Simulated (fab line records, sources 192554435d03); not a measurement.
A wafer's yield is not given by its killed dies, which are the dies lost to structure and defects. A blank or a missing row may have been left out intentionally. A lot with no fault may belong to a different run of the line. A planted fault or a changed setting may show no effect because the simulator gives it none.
Split-lot experiment    flow n5_finfet    21 wafers read across 7 lots, on a route 1938 steps long

THE SPLIT ITSELF
At N5_BEOL_M10_TRENCH_ETCH_37 (etches SiCOH lowk in C4F6/O2, target depth 148.83 nm, time 48 s), the setting time_s was moved away from the recipe's 48 s on 7 of the 21 wafers read, by -16.8% to +20.5%. For the rest of the wafers, this setting stayed at what the recipe calls for.

The split's own step is where the reading is taken.

THE READING
etch.depth_nm (the simulator's own value, which no gauge read), in nm, at N5_BEOL_M10_TRENCH_ETCH_37 (etches SiCOH lowk in C4F6/O2, target depth 148.83 nm, time 48 s). The file gives no usual value for it. Average 148.7 nm, standard deviation 3.7 nm, over the 14 wafers here run with the recipe.

wafer   tool, chamber at the split  time_s as run, s  against the recipe  etch.depth_nm, nm  against lot-mates on the recipe
L074.2  rie_diel-01, 3              48                recipe              147.4              -
L074.5  rie_diel-01, 1              48                recipe              145.2              -
L074.6  rie_diel-01, 0              48                recipe              147.6              -
L082.1  rie_diel-03, 3              57.83             +20.5%              174.8              +33.2
L082.3  rie_diel-03, 0              57.83             +20.5%              177.3              +35.7
L082.5  rie_diel-03, 3              48                recipe              141.6              -
L089.2  rie_diel-01, 2              39.95             -16.8%              123.9              -22.8
L089.3  rie_diel-01, 0              39.95             -16.8%              122.1              -24.6
L089.5  rie_diel-01, 0              48                recipe              146.7              -
L090.3  rie_diel-01, 0              48                recipe              149.5              -
L090.5  rie_diel-01, 1              48                recipe              154.2              -
L090.6  rie_diel-01, 0              48                recipe              149.2              -
L093.1  rie_diel-03, 2              57.68             +20.2%              185.3              no lot-mate on the recipe
L093.4  rie_diel-03, 0              57.68             +20.2%              175.9              no lot-mate on the recipe
L093.6  rie_diel-03, 2              57.68             +20.2%              185.7              no lot-mate on the recipe
L094.1  rie_diel-05, 0              48                recipe              146.8              -
L094.3  rie_diel-05, 2              48                recipe              155.2              -
L094.4  rie_diel-05, 1              48                recipe              146.3              -
L097.1  rie_diel-01, 2              48                recipe              150.8              -
L097.3  rie_diel-01, 1              48                recipe              154.3              -
L097.4  rie_diel-01, 0              48                recipe              147.6              -

FIT RESULTS
A straight line over all 21 wafers: etch.depth_nm changes by +1.53 nm for each +1% of time_s; r = +0.97; the points scatter about the line by 4 nm.
The same after taking each lot's own level away (the mean of its wafers on the recipe; 18 wafers): +1.57 nm for each +1%; r = +0.98; scatter 2.7 nm.
That fit puts the effect of the largest move of time_s on the reading at 32 nm.
Across the lots, their own levels run from 141.60 to 150.97 nm, a range of 2.5 times the standard deviation given above.
The two slopes agree, so the slope changes little with the lot-to-lot level.
Check: with one of the wafers moved furthest among these (+20.5%) left out of the fit, the line predicts +32.5 nm for it against its lot-mates. It came out at +33.2 nm against them.

OTHER SPLITS APPLIED TO THESE WAFERS
These wafers also went through other splits before the reading. Each is held against what the fit with the lots' levels taken away leaves over:
other split on the same wafers    wafers away from the commonest value  r with etch.depth_nm (lot level and that fit taken away)
N5_BEOL_M7_DESCUM_33 time_s       3                                     -0.28
N5_BEOL_M7_TRENCH_ETCH_37 time_s  5                                     +0.13
N5_BEOL_M8_ETCH_61 bias_w         9                                     -0.23
N5_BEOL_M8_COAT_71 spin_rpm       8                                     -0.38
N5_BEOL_M9_ILD_DEP_00 time_s      9                                     -0.06
N5_BEOL_M10_EXPOSE_25 dose_mj     7                                     +0.07

THE WHOLE CHAIN: every reading that the file lists as answering this split, in the file's order
step                        what it does                                                     reading                                                                     change (the file's fit)               r (the file's)
N5_BEOL_M10_TRENCH_ETCH_37  etches SiCOH lowk in C4F6/O2, target depth 148.83 nm, time 48 s  BEOL_M10.feature_depth_nm (the simulator's own value, which no gauge read)  +1.58 nm for each +1% of the setting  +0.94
N5_BEOL_M10_TRENCH_ETCH_37  etches SiCOH lowk in C4F6/O2, target depth 148.83 nm, time 48 s  etch.depth_nm (the simulator's own value, which no gauge read)              +1.57 nm for each +1% of the setting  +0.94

FILE'S OWN FIT
etch.depth_nm changes by +1.57 nm for each +1% of time_s, r = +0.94.
